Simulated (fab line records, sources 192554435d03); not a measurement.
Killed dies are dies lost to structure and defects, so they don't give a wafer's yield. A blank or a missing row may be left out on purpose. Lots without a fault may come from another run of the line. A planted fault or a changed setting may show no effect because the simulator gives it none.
A struck lot beside a sound one | flow n5_finfet | 42 steps out of a route of 1938
Sound: wafers L405.1, L405.4, L405.6. Struck: wafers L419.3, L419.6. (L419.2 of the same lot was not struck and is left out.) The cause comes at the end.
At each step with rows: each side's tool, then ch and its chambers, then its first start. Under that, the readings that differ: sound wafers | struck wafers | difference of the means | sigmas: that difference in standard deviations of wafers without a fault.
alike: readings whose means differ by less than 2 such deviations, and words and numbers that are the same on both sides. not compared: withheld readings, readings that some wafer has no value for, bounds like >300 that may hide the same value, and numbers for which the record gives no deviation and whose values overlap.
The two part at a step that has a row with sigmas, a row that says differs or no value, or rows on one side only. Numbers that don't overlap but have no deviation are shown without sigmas and don't part them. A reading that every wafer of one side lacks parts them only if that side has two wafers or more.

first, 8 steps without rows for these wafers: N5_BEOL_M13_COAT_66 (time 60 s, resist thk 110 nm); N5_BEOL_M13_COAT_22 (resist thk 300 nm); N5_BEOL_M13_EBR_24; N5_BEOL_M13_SOFTBAKE_23 (time 60 s); N5_BEOL_M13_EXPOSE_25 (exposes mask M13, target cd 210 nm); N5_BEOL_M13_PEB_26 (peb time 90 s); N5_BEOL_M13_DEVELOP_27 (develop time 45 s); N5_BEOL_M13_HARDBAKE_32 (time 120 s).
N5_BEOL_M13_CD_MEAS_28: target cd 209.5 nm.
  sound on cd_sem-02 ch 0, day 11 09:08; struck on cd_sem-03 ch 0, day 14 13:43
  alike: cd_nm
N5_BEOL_M13_OVL_MEAS_29:
  sound on overlay-02 ch 0, day 11 09:10; struck on overlay-01 ch 0, day 14 13:44
  alike: M13_OVL
N5_BEOL_M13_INSPECT_30: inspects for defects (macro).
  sound on defect_inspect-02, day 11 09:11; struck on defect_inspect-02, day 14 13:46
  alike: raw_defect_count
N5_BEOL_M13_DESCUM_33: chemistry O2, time 7.9 s.
  sound on rie_diel-04 ch 0,2, day 11 09:14; struck on rie_diel-05 ch 2, day 14 13:48
  reading                | sound             | struck      | difference | sigmas
  throttle_valve_pct (%) | 20.06 20.36 20.08 | 20.70 20.69 | +0.53      | +3
  alike: drypump_motor_current_A, oes_product_au, rf_vpp_V, showerhead_plenum_p_Torr
  not compared: rf_hours_counter_h
N5_BEOL_M13_ETCH_67: etches SiARC in CF4, target depth 143 nm, time 238.3 s.
  sound on rie_diel-04 ch 0,2, day 11 09:16; struck on rie_diel-05 ch 2, day 14 13:50
  reading                | sound             | struck      | difference | sigmas
  throttle_valve_pct (%) | 15.31 15.56 15.32 | 15.85 15.83 | +0.44      | +3
  alike: drypump_motor_current_A, etch_rf_on_time_s, oes_product_au, rf_vpp_V, showerhead_plenum_p_Torr
  not compared: rf_hours_counter_h
then, 4 steps without rows for these wafers: N5_BEOL_M13_ETCH_68 (etches SOC in N2/H2, time 355 s); N5_BEOL_M13_STRIP_69 (strips in N2/H2); N5_BEOL_M13_TRENCH_ETCH_34 (etches SiOC in C4F8/O2/Ar, target depth 413.47 nm, time 162.6 s); N5_BEOL_M13_STRIP_70 (strips in C4F8/O2/Ar).
N5_BEOL_M13_OCD_MEAS_35:
  sound on ocd-02, day 11 09:48; struck on ocd-01, day 14 14:22
  alike: trench_depth_nm
then, 1 step without rows for these wafers: N5_BEOL_M13_STRIP_37 (strips in N2/H2).
N5_BEOL_M13_ETCH_38: etches SiCN in CF4/N2, target depth 67.5 nm, time 71.9 s.
  sound on rie_diel-01 ch 1,2, day 11 10:11; struck on rie_diel-01 ch 0, day 14 17:14
  alike: drypump_motor_current_A, oes_product_au, rf_vpp_V, showerhead_plenum_p_Torr, throttle_valve_pct
  not compared: rf_hours_counter_h
then, 2 steps without rows for these wafers: N5_BEOL_M13_PRECLEAN_39 (cleans in residue remover, time 60 s); N5_BEOL_M13_SRD_40 (time 30 s, dry time 30 s).
N5_BEOL_M13_DEGAS_41: time 60 s.
  sound on pvd_sputter-02, day 11 10:40; struck on pvd_sputter-01, day 14 17:49
  alike: heater_power_w
then, 3 steps without rows for these wafers: N5_BEOL_M13_PRE_CLEAN_42 (time 30 s); N5_BEOL_M13_SPUTTER_43 (material TaN, target thk 15 nm, time 24.19 s); N5_BEOL_M13_SPUTTER_44 (material Ta, target thk 10 nm, time 16.13 s).
N5_BEOL_M13_SPUTTER_45: material Cu, target thk 80 nm, time 13.33 s.
  sound on pvd_sputter-02, day 11 10:55; struck on pvd_sputter-01, day 14 18:03
  alike: chuck_gas_flow_sccm, throttle_valve_pct
then, 1 step without rows for these wafers: N5_BEOL_M13_ECD_47 (material Cu, target thk 936 nm).
N5_BEOL_M13_ANNEAL_48: time 90 s.
  sound on rtp_anneal-02 ch 0, day 11 11:24; struck on rtp_anneal-01 ch 0, day 14 19:01
  alike: wafer_temp_C_max
then, 1 step without rows for these wafers: N5_BEOL_M13_CMP_49 (polishes, stops on SiOC, t overpolish 17.1 s, target thk 420 nm).
N5_BEOL_M13_THK_MEAS_50: measures by xrf.
  sound on film_metro-02, day 11 12:01; struck on film_metro-02, day 14 19:33
  alike: M13_THK
then, 2 steps without rows for these wafers: N5_BEOL_M13_PRE_CLEAN_52 (time 15 s); N5_BEOL_M13_DEP_53 (deposits SiCN from 3MS/NH3, target thk 50 nm, time 17.8 s).
N5_BEOL_M13_RS_MEAS_54: measures by four-point-probe.
  sound on film_metro-01, day 11 12:08; struck on film_metro-01, day 14 19:43
  alike: M13_RS
then, 1 step without rows for these wafers: N5_BEOL_M14_ILD_DEP_00 (deposits SiO2 from TEOS/O2, target thk 1119.3 nm, time 237.4 s).
N5_BEOL_M14_THK_MEAS_01:
  sound on film_metro-02, day 11 12:23; struck on film_metro-01, day 14 19:58
  alike: M14_ILD_THK
then, 5 steps without rows for these wafers: N5_BEOL_M14_COAT_58 (time 60 s, resist thk 89 nm); N5_BEOL_M14_COAT_04 (resist thk 800 nm); N5_BEOL_M14_EBR_06; N5_BEOL_M14_SOFTBAKE_05 (time 60 s); N5_BEOL_M14_EXPOSE_07 (exposes mask V13).
N5_PASSIVATION_PROBE_49:
  sound on prober-01, day 12 18:16; struck on prober-02, day 16 02:25
  reading                  | sound          | struck    | difference | sigmas
  defect_limited_yield (%) | 92.0 90.9 91.9 | 88.0 85.6 | -4.8       | -3
  killed_at_M4_up          | 8 6 5          | 88 88     | +82        | +17
  killed_dies              | 94 107 95      | 142 170   | +57        | +3
  killed_on_rim            | 10 14 16       | 23 26     | +11        | +3
  sort_bin_5_function (%)  | 4.8 5.5 5.3    | 7.2 9.5   | +3.1       | +3
  sort_n_pass              | 1086 1073 1085 | 1038 1010 | -57        | -3
  sort_yield_pct (%)       | 92.0 90.9 91.9 | 88.0 85.6 | -4.8       | -3
  alike: killed_at_M0_to_M3, killed_at_contacts, killed_at_front_end, killed_at_other, killed_open, killed_short, sort_bin_4_leakage, sort_bin_6_memory

WHERE THEY PART
First at N5_BEOL_M13_DESCUM_33; last, within this record, at N5_PASSIVATION_PROBE_49.

WHY: what the simulator had put in
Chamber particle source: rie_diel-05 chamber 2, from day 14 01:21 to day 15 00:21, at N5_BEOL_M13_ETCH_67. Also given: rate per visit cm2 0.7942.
